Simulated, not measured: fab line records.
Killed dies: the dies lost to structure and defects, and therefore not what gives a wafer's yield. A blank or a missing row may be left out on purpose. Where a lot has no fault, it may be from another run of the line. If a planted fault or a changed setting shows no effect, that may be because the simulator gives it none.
Comparing a struck lot with a sound one    flow n5-finfet    37 out of 1938 route steps
Sound: wafers L563.2, L563.3, L563.6. Struck: wafer L578.5. (L578.4 of the same lot was not struck and is left out.) The cause comes at the end.
Per side, at each step with rows, come the tool, then ch with its chambers, and then its first start. Under that, the readings that differ: sound wafers    struck wafers    difference of the means    sigmas: that difference in standard deviations of wafers without a fault.
alike: words and numbers the same on both sides, and readings whose means are apart by under 2 such deviations; not compared: readings that were withheld, readings missing a value for some wafer, numbers with overlapping values and no deviation given by the record, and bounds like >300 which may hide the same value.
A row with sigmas, a row that says differs or no value, or rows on one side alone: a step with any of these is where the two part. Numbers that don't overlap but have no deviation are shown without sigmas and don't part them. A reading missing from all wafers of one side parts the sides only when that side holds two or more wafers.

first, 9 steps without rows for these wafers: N5_BEOL_M7_COAT_60 (time 60 s, resist thk 35 nm); N5_BEOL_M7_COAT_05 (resist thk 90 nm); N5_BEOL_M7_EBR_07; N5_BEOL_M7_SOFTBAKE_06 (time 60 s); N5_BEOL_M7_EXPOSE_08 (exposes mask M7); N5_BEOL_M7_PEB_09 (peb time 60 s); N5_BEOL_M7_DEVELOP_10 (develop time 30 s); N5_BEOL_M7_DESCUM_16 (chemistry O2, time 7.9 s); N5_BEOL_M7_ETCH_61 (etches SiARC in CF4, target depth 45.5 nm, time 75.8 s).
N5_BEOL_M7_ETCH_62: etches SOC in N2/H2, target depth 110 nm, overetch 22 nm, time 165 s.
  sound on rie-diel-03 ch 0,1,2, day 9 17:15; struck on rie-diel-03 ch 2, day 13 01:37
reading                                     sound           struck  difference  sigmas
model.SiARC_of_BEOL_M7_COAT_60.thk-nm (nm)  28.6 28.4 28.6  26.2    -2.3        
model.BEOL_M7.cd-offset-nm (nm)             -0.2 -0.2 0     1.2     +1.3        
  alike: drypump-motor-current-A, n2-flow-sccm, oes-product-au, rf-vpp-V, showerhead-plenum-p-Torr, throttle-valve-pct
  not compared: rf-hours-counter-h
then, 2 steps without rows for these wafers: N5_BEOL_M7_STRIP_68 (strips in N2/H2); N5_BEOL_M7_STRIP_67 (strips in CF4).
N5_BEOL_M7_HM_OPEN_17: chemistry Cl2/BCl3, target TiN, target depth 20 nm, overetch 6 nm.
  sound on rie-metal-01 ch 1, day 9 17:26; struck on rie-metal-02 ch 1, day 13 01:50
reading                          sound              struck  difference  sigmas
throttle-valve-pct (%)           22.19 22.18 22.20  22.69   +0.50       +3
model.BEOL_M7.cd-offset-nm (nm)  -0.2 -0.2 0        1.2     +1.3        
  alike: drypump-motor-current-A, mfc-ar-sccm, mfc-cl2-sccm, oes-product-au
  not compared: rf-hours-counter-h
then, 22 steps without rows for these wafers: N5_BEOL_M7_STRIP_19 (strips in O2); N5_BEOL_M7_COAT_63 (time 60 s, resist thk 60 nm); N5_BEOL_M7_COAT_64 (time 60 s, resist thk 12 nm); N5_BEOL_M7_COAT_71 (time 60 s, resist thk 5 nm); N5_BEOL_M7_COAT_22 (resist thk 30 nm); N5_BEOL_M7_EBR_24; N5_BEOL_M7_SOFTBAKE_23 (time 60 s); N5_BEOL_M7_EXPOSE_25 (exposes mask V6, target cd 40 nm); N5_BEOL_M7_PEB_26 (peb time 60 s); N5_BEOL_M7_DEVELOP_27 (develop time 30 s); N5_BEOL_M7_DESCUM_33 (chemistry O2, time 7 s); N5_BEOL_M7_ETCH_72 (etches underlayer in N2/H2, target depth 6.5 nm, time 5.2 s); N5_BEOL_M7_ETCH_65 (etches SiARC in CF4, target depth 15.6 nm, time 26 s); N5_BEOL_M7_ETCH_66 (etches SOC in N2/H2, target depth 80 nm, overetch 16 nm, time 120 s); N5_BEOL_M7_STRIP_69 (strips in N2/H2); N5_BEOL_M7_STRIP_73 (strips in N2/H2); N5_BEOL_M7_VIA_ETCH_34 (etches SiCOH lowk in C4F6/O2, target depth 125.5 nm, time 50.5 s); N5_BEOL_M7_STRIP_76 (strips in C4F6/O2); N5_BEOL_M7_STRIP_36 (strips in N2/H2); N5_BEOL_M7_TRENCH_ETCH_37 (etches SiCOH lowk in C4F6/O2, target depth 93.478 nm, time 31.2 s); N5_BEOL_M7_ETCH_41 (etches SiCN in CH3F/O2, target depth 31.9 nm, time 57.8 s); N5_BEOL_M7_STRIP_80 (strips in N2/H2, time 10 s).
N5_BEOL_M7_CD_MEAS_35 targets a cd of 40 nm.
  struck on cd-sem-01, day 13 04:20; sound on cd-sem-03, day 9 19:09
reading     sound           struck  difference  sigmas
cd-nm (nm)  39.7 39.9 39.8  41.5    +1.7        +4
N5_PASSIVATION_PROBE_49:
  rows exist in the record for the sound wafers here (prober-01, day 12 20:53), none for the struck ones

## WHERE THEY PART
First at N5_BEOL_M7_HM_OPEN_17; last, within this record, at N5_PASSIVATION_PROBE_49.

WHY: whatever the simulator had introduced
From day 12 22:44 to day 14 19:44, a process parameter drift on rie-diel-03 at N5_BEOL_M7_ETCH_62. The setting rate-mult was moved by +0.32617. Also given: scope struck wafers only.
